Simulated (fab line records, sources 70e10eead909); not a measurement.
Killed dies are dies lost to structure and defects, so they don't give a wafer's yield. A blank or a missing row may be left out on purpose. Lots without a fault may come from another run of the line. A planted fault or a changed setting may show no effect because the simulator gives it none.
Which tool did it? | flow nand_harc | 6 lots, 18 wafers sampled, at 4 steps of a route of 1302

WHAT THE GAUGES READ, wafer by wafer
NHARC_A_M1_INSPECT_11.
lot  | measured     | on                | raw_defect_count
L946 | day 23 11:56 | defect_inspect-01 | 94 114 88
L950 | day 24 22:34 | defect_inspect-01 | 75 67 72
L958 | day 28 22:53 | defect_inspect-02 | 44 47 40
L962 | day 29 22:49 | defect_inspect-02 | 28 27 21
L965 | day 30 23:18 | defect_inspect-01 | 93 78 106
L967 | day 32 12:11 | defect_inspect-01 | 45 46 47

WHICH TOOL RAN EACH LOT (tool, then ch and the chambers of the sampled wafers, then the start)
lot  | NHARC_A_M0_PVD_20                       | NHARC_A_M0_DEP_32               | NHARC_A_M1_DEVELOP_08
L946 | pvd_sputter-03, day 23 10:49 or earlier | pecvd-01 ch 0,1,2, day 23 10:49 | litho_track-06 ch 0, day 23 11:00
L950 | pvd_sputter-03, day 24 21:12 or earlier | pecvd-03 ch 0,1, day 24 21:12   | litho_track-01 ch 0, day 24 22:00
L958 | pvd_sputter-01, day 28 21:43 or earlier | pecvd-01 ch 0,1, day 28 21:43   | litho_track-01 ch 0, day 28 22:00
L962 | pvd_sputter-01, day 29 21:19 or earlier | pecvd-02 ch 0,2, day 29 21:19   | litho_track-04 ch 0, day 29 22:00
L965 | pvd_sputter-02, day 30 21:50 or earlier | pecvd-03 ch 0,2, day 30 21:50   | litho_track-01 ch 0, day 30 23:00
L967 | pvd_sputter-03, day 32 10:59 or earlier | pecvd-03 ch 0,1,2, day 32 10:59 | litho_track-01 ch 0, day 32 11:00
- NHARC_A_M0_PVD_20: deposits TaN, target thk 5 nm, time 8.06 s.
- NHARC_A_M0_DEP_32: deposits SiCN, target thk 30 nm.
- NHARC_A_M1_DEVELOP_08: develop time 35 s.

THE ANSWER, worked out from the rows above alone
Rule: what is usual is taken from the lots themselves. Put in order of their means at a reading, lots are off if they are a third of the lots or fewer, leave a main group of 4 or more, and stand apart from it by a gap of 3 or more times the standard deviation of the main group's means; of several such gaps the widest counts. A main group whose means are all the same, to the digits that the tables above print for the reading, isn't used. A lot without any number at a reading at which 4 lots or more have one is off too. The other lots that the step has rows for count as sound.
No lot is off at any reading shown: from this, nothing can be told.

WHAT THE SIMULATOR HAD PUT IN
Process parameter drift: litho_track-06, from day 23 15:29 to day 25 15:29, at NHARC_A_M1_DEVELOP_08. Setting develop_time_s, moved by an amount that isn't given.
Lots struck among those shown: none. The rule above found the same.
